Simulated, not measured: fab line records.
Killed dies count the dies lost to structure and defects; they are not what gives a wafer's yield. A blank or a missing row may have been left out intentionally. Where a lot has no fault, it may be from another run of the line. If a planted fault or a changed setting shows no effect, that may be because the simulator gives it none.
Split-lot experiment :: flow n5_finfet :: on a route of 1938 steps: 7 lots, 21 wafers read

## SPLIT DETAILS
At N5_BEOL_M7_EXPOSE_25 (exposes mask V6, target cd 40 nm), the setting dose_mj was moved away from the recipe's 42.5 on 8 of the 21 wafers read, by -4.4% to +4.5%. The other wafers ran this setting at the recipe's value.

## FROM THE SPLIT TO THE READING: what the file shows between them, 2 steps
- N5_BEOL_M7_PEB_26: peb time 60 s
- N5_BEOL_M7_DEVELOP_27: develop time 30 s

## THE READING
Shown in nm: cd_nm at N5_BEOL_M7_CD_MEAS_28, with target cd 40 nm. Fault-free wafers of this fab line usually give 39.93 nm, standard deviation 0.22 nm.

wafer: L077.2
tool, chamber at the split: euv_scanner-01, 0
dose_mj as run: 42.5
against the recipe: recipe
cd_nm, nm: 39.59
against lot-mates on the recipe: -

wafer: L077.3
tool, chamber at the split: euv_scanner-01, 0
dose_mj as run: 42.5
against the recipe: recipe
cd_nm, nm: 39.90
against lot-mates on the recipe: -

wafer: L077.5
tool, chamber at the split: euv_scanner-01, 0
dose_mj as run: 42.5
against the recipe: recipe
cd_nm, nm: 40.29
against lot-mates on the recipe: -

wafer: L079.2
tool, chamber at the split: euv_scanner-02, 0
dose_mj as run: 40.62
against the recipe: -4.4%
cd_nm, nm: 39.22
against lot-mates on the recipe: -0.70

wafer: L079.4
tool, chamber at the split: euv_scanner-02, 0
dose_mj as run: 42.5
against the recipe: recipe
cd_nm, nm: 39.92
against lot-mates on the recipe: -

wafer: L079.6
tool, chamber at the split: euv_scanner-02, 0
dose_mj as run: 40.62
against the recipe: -4.4%
cd_nm, nm: 38.89
against lot-mates on the recipe: -1.03

wafer: L081.4
tool, chamber at the split: euv_scanner-01, 0
dose_mj as run: 42.5
against the recipe: recipe
cd_nm, nm: 39.97
against lot-mates on the recipe: -

wafer: L081.5
tool, chamber at the split: euv_scanner-01, 0
dose_mj as run: 41.22
against the recipe: -3.0%
cd_nm, nm: 39.48
against lot-mates on the recipe: -0.49

wafer: L081.6
tool, chamber at the split: euv_scanner-01, 0
dose_mj as run: 41.22
against the recipe: -3.0%
cd_nm, nm: 39.06
against lot-mates on the recipe: -0.91

wafer: L083.2
tool, chamber at the split: euv_scanner-01, 0
dose_mj as run: 42.5
against the recipe: recipe
cd_nm, nm: 40.22
against lot-mates on the recipe: -

wafer: L083.3
tool, chamber at the split: euv_scanner-01, 0
dose_mj as run: 42.5
against the recipe: recipe
cd_nm, nm: 39.96
against lot-mates on the recipe: -

wafer: L083.5
tool, chamber at the split: euv_scanner-01, 0
dose_mj as run: 42.5
against the recipe: recipe
cd_nm, nm: 40.01
against lot-mates on the recipe: -

wafer: L084.1
tool, chamber at the split: euv_scanner-02, 0
dose_mj as run: 42.5
against the recipe: recipe
cd_nm, nm: 40.38
against lot-mates on the recipe: -

wafer: L084.4
tool, chamber at the split: euv_scanner-02, 0
dose_mj as run: 42.5
against the recipe: recipe
cd_nm, nm: 40.36
against lot-mates on the recipe: -

wafer: L084.6
tool, chamber at the split: euv_scanner-02, 0
dose_mj as run: 42.5
against the recipe: recipe
cd_nm, nm: 40.31
against lot-mates on the recipe: -

wafer: L090.3
tool, chamber at the split: euv_scanner-02, 0
dose_mj as run: 41.07
against the recipe: -3.4%
cd_nm, nm: 39.21
against lot-mates on the recipe: -0.48

wafer: L090.4
tool, chamber at the split: euv_scanner-02, 0
dose_mj as run: 41.07
against the recipe: -3.4%
cd_nm, nm: 39.42
against lot-mates on the recipe: -0.27

wafer: L090.5
tool, chamber at the split: euv_scanner-02, 0
dose_mj as run: 42.5
against the recipe: recipe
cd_nm, nm: 39.69
against lot-mates on the recipe: -

wafer: L092.1
tool, chamber at the split: euv_scanner-01, 0
dose_mj as run: 44.41
against the recipe: +4.5%
cd_nm, nm: 40.90
against lot-mates on the recipe: +1.00

wafer: L092.2
tool, chamber at the split: euv_scanner-01, 0
dose_mj as run: 44.41
against the recipe: +4.5%
cd_nm, nm: 40.88
against lot-mates on the recipe: +0.98

wafer: L092.4
tool, chamber at the split: euv_scanner-01, 0
dose_mj as run: 42.5
against the recipe: recipe
cd_nm, nm: 39.90
against lot-mates on the recipe: -

FIT RESULTS
A straight line over all 21 wafers: cd_nm changes by +0.212 nm for each +1% of dose_mj; r = +0.92; the points scatter about the line by 0.23 nm.
The same after taking each lot's own level away (the mean of its wafers on the recipe; 21 wafers): +0.196 nm for each +1%; r = +0.93; scatter 0.18 nm.
The reading moves by 0.88 nm for the largest change in dose_mj, on that fit.
Measured against the standard deviation above, the lots' own levels, which go from 39.690 to 40.350 nm, span 3.0 times it.
Consequently the slope shifts little with the lot-to-lot level, the two slopes agreeing.
Check: +0.876 nm against its lot-mates is what the line predicts for one of the wafers moved furthest among these (+4.5%) when that wafer is left out of the fit. It came out at +1 nm against them.

## THE OTHER SPLITS THESE WAFERS WENT THROUGH
Note: prior to the reading, these wafers also went through further splits. Each is held against what the fit with the lots' levels taken away leaves over:
other split on the same wafers: N5_BEOL_M5_TRENCH_ETCH_37 time_s
wafers away from the commonest value: 8
r with cd_nm (lot level and that fit taken away): -0.39

other split on the same wafers: N5_BEOL_M6_ILD_DEP_00 time_s
wafers away from the commonest value: 5
r with cd_nm (lot level and that fit taken away): +0.34

other split on the same wafers: N5_BEOL_M6_PECVD_70 temp_c
wafers away from the commonest value: 11
r with cd_nm (lot level and that fit taken away): +0.21

other split on the same wafers: N5_BEOL_M6_ETCH_66 bias_w
wafers away from the commonest value: 5
r with cd_nm (lot level and that fit taken away): +0.25

## THE WHOLE CHAIN: every reading that the file lists as answering this split, in the file's order
step: N5_BEOL_M7_CD_MEAS_28
what it does: target cd 40 nm
reading: cd_nm
change (the file's fit): +0.194 nm for each +1% of the setting
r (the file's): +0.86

step: N5_BEOL_M7_DESCUM_33
what it does: chemistry O2, time 7 s
reading: BEOL_M7.cd_nm (the simulator's own value, which no gauge read)
change (the file's fit): +0.208 nm for each +1% of the setting
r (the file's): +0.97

step: N5_BEOL_M7_ETCH_72
what it does: etches underlayer in N2/H2, target depth 6.5 nm, time 5.2 s
reading: BEOL_M7.cd_nm (the simulator's own value, which no gauge read)
change (the file's fit): +0.24 nm for each +1% of the setting
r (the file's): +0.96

step: N5_BEOL_M7_ETCH_65
what it does: etches SiARC in CF4, target depth 15.6 nm, time 26 s
reading: BEOL_M7.cd_nm (the simulator's own value, which no gauge read)
change (the file's fit): +0.219 nm for each +1% of the setting
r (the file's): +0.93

## FILE'S OWN FIT
cd_nm changes by +0.194 nm for each +1% of dose_mj, r = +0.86.
